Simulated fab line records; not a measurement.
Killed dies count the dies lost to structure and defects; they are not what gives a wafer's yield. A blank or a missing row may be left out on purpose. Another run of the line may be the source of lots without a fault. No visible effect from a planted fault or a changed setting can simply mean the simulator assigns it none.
Split-lot study + flow n5Finfet + 21 wafers read across 7 lots, on a route 1938 steps long

## SPLIT DETAILS
At N5_BEOL_M4_ILD_DEP_00 (deposits SiOC from DEMS/O2, target thk 79 nm, time 15.3 s), the setting timeS was moved away from the recipe's 15.3 s on 7 of the 21 wafers read, by -8.5% to +14.2%. For the rest of the wafers, this setting stayed at what the recipe calls for.

No step appears in the file between the split and the reading.

## THE READING
At N5_BEOL_M4_THK_MEAS_01: M4_ILD_THK, given in nm. Fault-free wafers of this fab line usually give 78.9 nm, standard deviation 1 nm.

| wafer  | tool, chamber at the split | timeS as run, s | against the recipe | M4_ILD_THK, nm | against lot-mates on the recipe |
|--------|----------------------------|-----------------|--------------------|----------------|---------------------------------|
| L074.1 | pecvd-02, 2                | 17.07           | +11.6%             | 87.6           | +9.3                            |
| L074.3 | pecvd-02, 0                | 15.3            | recipe             | 78.3           | -                               |
| L074.6 | pecvd-02, 1                | 17.07           | +11.6%             | 87.8           | +9.5                            |
| L078.3 | pecvd-04, 2                | 14.12           | -7.7%              | 71.9           | -7.7                            |
| L078.4 | pecvd-04, 2                | 14.12           | -7.7%              | 72.2           | -7.4                            |
| L078.6 | pecvd-04, 0                | 15.3            | recipe             | 79.6           | -                               |
| L081.1 | pecvd-01, 1                | 15.3            | recipe             | 77.9           | -                               |
| L081.4 | pecvd-01, 0                | 15.3            | recipe             | 80.6           | -                               |
| L081.6 | pecvd-01, 2                | 15.3            | recipe             | 78.8           | -                               |
| L084.2 | pecvd-02, 2                | 15.3            | recipe             | 79.3           | -                               |
| L084.3 | pecvd-02, 1                | 17.48           | +14.2%             | 89.7           | +10.6                           |
| L084.5 | pecvd-02, 1                | 15.3            | recipe             | 78.9           | -                               |
| L087.4 | pecvd-04, 0                | 15.3            | recipe             | 80.0           | -                               |
| L087.5 | pecvd-04, 2                | 15.3            | recipe             | 78.2           | -                               |
| L087.6 | pecvd-04, 1                | 15.3            | recipe             | 79.1           | -                               |
| L093.1 | pecvd-04, 1                | 15.3            | recipe             | 78.4           | -                               |
| L093.2 | pecvd-04, 0                | 15.3            | recipe             | 78.4           | -                               |
| L093.6 | pecvd-04, 0                | 15.3            | recipe             | 80.0           | -                               |
| L092.3 | pecvd-02, 0                | 14              | -8.5%              | 71.9           | -7.4                            |
| L092.5 | pecvd-02, 0                | 15.3            | recipe             | 79.3           | -                               |
| L092.6 | pecvd-02, 2                | 14              | -8.5%              | 73.0           | -6.3                            |

FIT RESULTS
A straight line over all 21 wafers: M4_ILD_THK changes by +0.78 nm for each +1% of timeS; r = +0.99; the points scatter about the line by 0.76 nm.
The same after taking each lot's own level away (the mean of its wafers on the recipe; 21 wafers): +0.82 nm for each +1%; r = +0.99; scatter 0.78 nm.
On that fit, the largest move of timeS shifts the reading by 12 nm.
The lots' own levels span 78.30 to 79.60 nm, that is 1.3 times the standard deviation above.
The two slopes agree, so the slope changes little with the lot-to-lot level.
Check: +11.9 nm against its lot-mates is what the line predicts for one of the wafers moved furthest among these (+14.2%) when that wafer is left out of the fit. Against them it came out at +10.6 nm.

## OTHER SPLITS ON THESE WAFERS
Note: prior to the reading, these wafers also went through further splits. Each is held against what the fit with the lots' levels taken away leaves over:
| other split on the same wafers | wafers away from the commonest value | r with M4_ILD_THK (lot level and that fit taken away) |
|--------------------------------|--------------------------------------|-------------------------------------------------------|
| N5_BEOL_M2_DESCUM_33 timeS     | 7                                    | -0.10                                                 |
| N5_BEOL_M2_ETCHBACK_99 timeS   | 9                                    | +0.02                                                 |
| N5_BEOL_M2_ETCH_70 timeS       | 8                                    | -0.02                                                 |
| N5_BEOL_M3_COAT_76 spinRpm     | 5                                    | +0.20                                                 |
| N5_BEOL_M3_COAT_22 spinRpm     | 8                                    | +0.18                                                 |

## THE WHOLE CHAIN: every reading that the file lists as answering this split, in the file's order
| step                   | what it does                                              | reading                                                                           | change (the file's fit)               | r (the file's) |
|------------------------|-----------------------------------------------------------|-----------------------------------------------------------------------------------|---------------------------------------|----------------|
| N5_BEOL_M4_ILD_DEP_00  | deposits SiOC from DEMS/O2, target thk 79 nm, time 15.3 s | SiOC_of_BEOL_M4_ILD_DEP_00.thkNm (the simulator's own value, which no gauge read) | +0.791 nm for each +1% of the setting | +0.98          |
| N5_BEOL_M4_THK_MEAS_01 |                                                           | M4_ILD_THK                                                                        | +0.802 for each +1% of the setting    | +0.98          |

## FILE'S OWN FIT
M4_ILD_THK changes by +0.802 nm for each +1% of timeS, r = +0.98.
